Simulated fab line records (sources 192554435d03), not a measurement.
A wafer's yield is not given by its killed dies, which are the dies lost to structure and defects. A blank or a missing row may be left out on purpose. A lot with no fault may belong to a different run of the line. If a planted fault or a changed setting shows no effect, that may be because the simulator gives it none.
Matching of chambers + flow n5Finfet + 4 sister chambers for N5_MIM_TOP_ETCH_STRIP_01 on rieDiel-04
The step strips in O2. 22 wafers are shown with their chamber, then 11 later ones without.

== WAFERS WITH THEIR CHAMBER ==
| wafer  | chamber | showerheadPlenumPTorr (Torr) | drypumpMotorCurrentA (A) | oesProductAu (a.u.) |
|--------|---------|------------------------------|--------------------------|---------------------|
| L074.1 | 1       | 2.18                         | 6.2                      | 0.74                |
| L074.2 | 2       | 2.13                         | 6.0                      | 0.93                |
| L074.3 | 3       | 1.94                         | 5.6                      | 0.76                |
| L076.3 | 2       | 2.13                         | 6.0                      | 0.91                |
| L076.4 | 3       | 1.94                         | 5.6                      | 0.77                |
| L076.5 | 0       | 1.97                         | 5.4                      | 0.75                |
| L079.1 | 1       | 2.18                         | 6.2                      | 0.72                |
| L079.2 | 2       | 2.13                         | 6.0                      | 0.92                |
| L079.3 | 3       | 1.94                         | 5.5                      | 0.77                |
| L083.1 | 2       | 2.13                         | 6.0                      | 0.89                |
| L083.3 | 0       | 1.97                         | 5.5                      | 0.73                |
| L083.4 | 3       | 1.94                         | 5.6                      | 0.76                |
| L081.2 | 3       | 1.94                         | 5.6                      | 0.73                |
| L081.3 | 1       | 2.18                         | 6.2                      | 0.69                |
| L081.5 | 3       | 1.94                         | 5.6                      | 0.75                |
| L082.1 | 2       | 2.12                         | 6.1                      | 0.89                |
| L082.4 | 3       | 1.94                         | 5.6                      | 0.74                |
| L082.6 | 2       | 2.13                         | 6.0                      | 0.89                |
| L084.1 | 3       | 1.94                         | 5.6                      | 0.74                |
| L084.4 | 0       | 1.97                         | 5.4                      | 0.75                |
| L084.6 | 3       | 1.94                         | 5.7                      | 0.73                |
| L085.1 | 2       | 2.12                         | 6.0                      | 0.89                |

SIGNATURES (means of the wafers above)
| reading               | chamber 0 | chamber 1 | chamber 2 | chamber 3 | scatter within a chamber |
|-----------------------|-----------|-----------|-----------|-----------|--------------------------|
| showerheadPlenumPTorr | 1.9700    | 2.1800    | 2.1271    | 1.9400    | 0.00282                  |
| drypumpMotorCurrentA  | 5.433     | 6.200     | 6.014     | 5.600     | 0.0442                   |
| oesProductAu          | 0.7433    | 0.7167    | 0.9029    | 0.7500    | 0.0171                   |
Rule: a wafer's distance from a chamber is the root of the sum, over the readings, of the square of ((its reading less the chamber's mean) divided by the reading's scatter). If the next closest chamber is less than 2 further off than the closest, the wafer can't be placed; otherwise it belongs to the closest. The scatter: the root of (the sum of the squares of (reading less its chamber's mean) over the shown wafers, divided by (wafers less chambers)).

== WAFERS WITH NO CHAMBER GIVEN ==
| wafer  | showerheadPlenumPTorr (Torr) | drypumpMotorCurrentA (A) | oesProductAu (a.u.) |
|--------|------------------------------|--------------------------|---------------------|
| L085.2 | 1.94                         | 5.6                      | 0.75                |
| L085.3 | 1.97                         | 5.4                      | 0.73                |
| L087.2 | 2.17                         | 6.2                      | 0.69                |
| L087.3 | 1.94                         | 5.6                      | 0.73                |
| L087.4 | 2.12                         | 6.1                      | 0.87                |
| L094.2 | 1.93                         | 5.7                      | 0.74                |
| L094.3 | 2.17                         | 6.1                      | 0.68                |
| L094.5 | 1.96                         | 5.4                      | 0.72                |
| L096.1 | 1.96                         | 5.4                      | 0.70                |
| L096.4 | 2.16                         | 6.2                      | 0.71                |
| L096.6 | 1.96                         | 5.4                      | 0.69                |

== WHICH CHAMBER EACH WENT THROUGH ==
| wafer  | from the rows above | in truth |
|--------|---------------------|----------|
| L085.2 | 3                   | 3        |
| L085.3 | 0                   | 0        |
| L087.2 | 1                   | 1        |
| L087.3 | 3                   | 3        |
| L087.4 | 2                   | 2        |
| L094.2 | 3                   | 3        |
| L094.3 | 1                   | 1        |
| L094.5 | 0                   | 0        |
| L096.1 | 0                   | 0        |
| L096.4 | 1                   | 1        |
| L096.6 | 0                   | 0        |
Correctly placed: 11 of 11. From these rows, 0 cannot be placed. Wrongly placed: 0.
